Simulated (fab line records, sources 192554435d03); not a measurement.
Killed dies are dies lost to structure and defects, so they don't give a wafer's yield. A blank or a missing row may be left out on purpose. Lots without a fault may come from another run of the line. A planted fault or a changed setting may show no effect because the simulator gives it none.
One fault seen from 2 desks | flow n5_finfet | each desk has only its own numbers; what lay behind them comes last

THE TOOL OWNER'S DESK: rie_diel-04
The tool's own readings at N5_BEOL_M10_TRENCH_ETCH_37 (etches SiCOH lowk in C4F6/O2, target depth 148.83 nm, time 48 s): means of the sampled wafers that have a number, for each lot that ran on this tool. A lot is out of limits, marked OUT, if its mean lies more than 4 standard deviations from the usual mean; the brackets give that distance.
Columns: A = bias_w at N5_BEOL_M10_TRENCH_ETCH_37, usual 185.0 W; B = drypump_motor_current_A at N5_BEOL_M10_TRENCH_ETCH_37, usual 5.7 A; C = oes_product_au at N5_BEOL_M10_TRENCH_ETCH_37, usual 0.81 a.u.; D = rf_vpp_V at N5_BEOL_M10_TRENCH_ETCH_37, usual 662 V; E = showerhead_plenum_p_Torr at N5_BEOL_M10_TRENCH_ETCH_37, usual 2.86 Torr; F = throttle_valve_pct at N5_BEOL_M10_TRENCH_ETCH_37, usual 20.91 %
lot  | first seen here | A               | B   | C    | D              | E    | F
L822 | day 10 18:44    | 185.8           | 5.9 | 0.78 | 657            | 2.93 | 20.93
L831 | day 14 13:07    | 211.5 (+49) OUT | 6.1 | 0.94 | 729 (+4.5) OUT | 2.97 | 20.72
L833 | day 14 18:41    | 211.5 (+49) OUT | 6.1 | 0.86 | 759 (+6.5) OUT | 2.90 | 20.84
This desk's finding: out of limits on L831, L833; first on L831, day 14 13:07 (bias_w at N5_BEOL_M10_TRENCH_ETCH_37). In limits: L822.

THE METROLOGY DESK
What the gauges read, lot by lot, whatever tool the lot ran on: means of the sampled wafers that have a number. A lot is out of limits, marked OUT, if its mean lies more than 4 standard deviations from the usual mean; the brackets give that distance.
Columns: A = trench_depth_nm at N5_BEOL_M10_OCD_MEAS_38, usual 149.3 nm; B = M10_RS at N5_BEOL_M10_RS_MEAS_57, usual 0.150 ohm/sq
lot  | first seen here | A     | B
L822 | day 10 18:55    | 149.8 | 0.149
L831 | day 14 13:19    | 158.7 | 0.138
L833 | day 14 18:52    | 154.5 | 0.145
L842 | day 17 01:30    | 149.1 | 0.149
This desk's finding: nothing out of limits on any of the 4 lots.

PUT TOGETHER
The tool owner's desk could have raised an alarm at day 14 13:07, on L831, L833.
The metrology desk saw nothing out of limits.
The metrology desk has L831, L833 on record, within its limits.
Of the lots named, all ran N5_BEOL_M10_TRENCH_ETCH_37 on rie_diel-04.

WHAT THE SIMULATOR HAD PUT IN
Process parameter drift: rie_diel-04, from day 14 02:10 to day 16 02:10, at N5_BEOL_M10_TRENCH_ETCH_37. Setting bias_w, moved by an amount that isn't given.
Lots struck among those shown: L831, L833.
Hours from the fault's start to each desk's first reading out of limits: the tool owner's desk, 11.
